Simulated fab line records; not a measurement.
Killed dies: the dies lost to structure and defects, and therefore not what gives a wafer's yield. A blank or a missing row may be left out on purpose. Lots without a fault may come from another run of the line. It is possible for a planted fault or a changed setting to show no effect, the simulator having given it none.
Split-lot study / flow n5 finfet / 21 wafers read from 7 lots, route of 1938 steps

== ABOUT THE SPLIT ==
At N5_HKMG_FIN_EXPOSE_46 (exposes mask NDIPOLE), the setting dose mj was moved away from the recipe's 40 on 7 of the 21 wafers read, by -6.5% to +6.2%. This setting was run at the recipe's value on the other wafers.

== FROM THE SPLIT TO THE READING: what the file shows between them, 2 steps ==
- N5_HKMG_FIN_PEB_47: peb time 60 s
- N5_HKMG_FIN_DEVELOP_48: develop time 30 s

== THE READING ==
Shown in nm: cd nm at N5_HKMG_FIN_CD_MEAS_49, with target cd 202 nm. A value of 202.3 nm with a standard deviation of 0.7 nm is what fault-free wafers of this fab line usually give.

wafer=L081.1; tool, chamber at the split=arfi scanner-03, 0; dose mj as run=40; against the recipe=recipe; cd nm, nm=201.5; against lot-mates on the recipe=-
wafer=L081.2; tool, chamber at the split=arfi scanner-03, 0; dose mj as run=42.49; against the recipe=+6.2%; cd nm, nm=205.2; against lot-mates on the recipe=+3.7
wafer=L081.3; tool, chamber at the split=arfi scanner-03, 0; dose mj as run=42.49; against the recipe=+6.2%; cd nm, nm=204.7; against lot-mates on the recipe=+3.2
wafer=L082.2; tool, chamber at the split=arfi scanner-01, 0; dose mj as run=40; against the recipe=recipe; cd nm, nm=202.5; against lot-mates on the recipe=-
wafer=L082.4; tool, chamber at the split=arfi scanner-01, 0; dose mj as run=40; against the recipe=recipe; cd nm, nm=202.4; against lot-mates on the recipe=-
wafer=L082.6; tool, chamber at the split=arfi scanner-01, 0; dose mj as run=40; against the recipe=recipe; cd nm, nm=202.5; against lot-mates on the recipe=-
wafer=L084.2; tool, chamber at the split=arfi scanner-01, 0; dose mj as run=38.14; against the recipe=-4.6%; cd nm, nm=199.7; against lot-mates on the recipe=-1.0
wafer=L084.3; tool, chamber at the split=arfi scanner-01, 0; dose mj as run=40; against the recipe=recipe; cd nm, nm=200.7; against lot-mates on the recipe=-
wafer=L084.6; tool, chamber at the split=arfi scanner-01, 0; dose mj as run=38.14; against the recipe=-4.6%; cd nm, nm=198.8; against lot-mates on the recipe=-1.9
wafer=L087.1; tool, chamber at the split=arfi scanner-02, 0; dose mj as run=40; against the recipe=recipe; cd nm, nm=202.5; against lot-mates on the recipe=-
wafer=L087.2; tool, chamber at the split=arfi scanner-02, 0; dose mj as run=40; against the recipe=recipe; cd nm, nm=202.8; against lot-mates on the recipe=-
wafer=L087.3; tool, chamber at the split=arfi scanner-02, 0; dose mj as run=40; against the recipe=recipe; cd nm, nm=202.0; against lot-mates on the recipe=-
wafer=L090.2; tool, chamber at the split=arfi scanner-03, 0; dose mj as run=40; against the recipe=recipe; cd nm, nm=202.6; against lot-mates on the recipe=-
wafer=L090.3; tool, chamber at the split=arfi scanner-03, 0; dose mj as run=37.97; against the recipe=-5.1%; cd nm, nm=199.4; against lot-mates on the recipe=-2.5
wafer=L090.5; tool, chamber at the split=arfi scanner-03, 0; dose mj as run=40; against the recipe=recipe; cd nm, nm=201.2; against lot-mates on the recipe=-
wafer=L091.2; tool, chamber at the split=arfi scanner-03, 0; dose mj as run=37.38; against the recipe=-6.5%; cd nm, nm=196.9; against lot-mates on the recipe=-4.8
wafer=L091.3; tool, chamber at the split=arfi scanner-03, 0; dose mj as run=40; against the recipe=recipe; cd nm, nm=201.7; against lot-mates on the recipe=-
wafer=L091.6; tool, chamber at the split=arfi scanner-03, 0; dose mj as run=37.38; against the recipe=-6.5%; cd nm, nm=197.7; against lot-mates on the recipe=-4.0
wafer=L092.2; tool, chamber at the split=arfi scanner-03, 0; dose mj as run=40; against the recipe=recipe; cd nm, nm=203.5; against lot-mates on the recipe=-
wafer=L092.4; tool, chamber at the split=arfi scanner-03, 0; dose mj as run=40; against the recipe=recipe; cd nm, nm=203.5; against lot-mates on the recipe=-
wafer=L092.6; tool, chamber at the split=arfi scanner-03, 0; dose mj as run=40; against the recipe=recipe; cd nm, nm=203.0; against lot-mates on the recipe=-

FIT RESULTS
A straight line over all 21 wafers: cd nm changes by +0.595 nm for each +1% of dose mj; r = +0.92; the points scatter about the line by 0.84 nm.
The same after taking each lot's own level away (the mean of its wafers on the recipe; 21 wafers): +0.549 nm for each +1%; r = +0.96; scatter 0.57 nm.
According to that fit, moving dose mj by its largest amount changes the reading by 3.6 nm.
Across the lots, their own levels run from 200.70 to 203.33 nm, a range of 3.8 times the standard deviation given above.
So the lot-to-lot level changes the slope little: the two slopes agree.
Check: for one of the wafers moved furthest among these (-6.5%), held out of the fit, the line's prediction against its lot-mates is -3.23 nm. It came out at -4.8 nm against them.

== THE OTHER SPLITS THESE WAFERS WENT THROUGH ==
These wafers also went through other splits before the reading. Each is held against what the fit with the lots' levels taken away leaves over:
other split on the same wafers=N5_DUMMY_GATE_COAT_34 spin rpm; wafers away from the commonest value=7; r with cd nm (lot level and that fit taken away)=+0.10
other split on the same wafers=N5_SD_EPI_P_ETCH_16 target depth a; wafers away from the commonest value=8; r with cd nm (lot level and that fit taken away)=-0.31
other split on the same wafers=N5_SD_EPI_P_EPI_21 temp c; wafers away from the commonest value=4; r with cd nm (lot level and that fit taken away)=-0.50

== THE WHOLE CHAIN: every reading that the file lists as answering this split, in the file's order ==
step=N5_HKMG_FIN_CD_MEAS_49; what it does=target cd 202 nm; reading=cd nm; change (the file's fit)=+0.537 nm for each +1% of the setting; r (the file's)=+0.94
step=N5_HKMG_FIN_ETCH_54; what it does=etches SiARC in CF4, target depth 45.5 nm, time 75.8 s; reading=HKMG_FIN.cd offset nm (the simulator's own value, which no gauge read); change (the file's fit)=+0.568 nm for each +1% of the setting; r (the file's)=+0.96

== THE FILE'S OWN FIT ==
cd nm changes by +0.537 nm for each +1% of dose mj, r = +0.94.
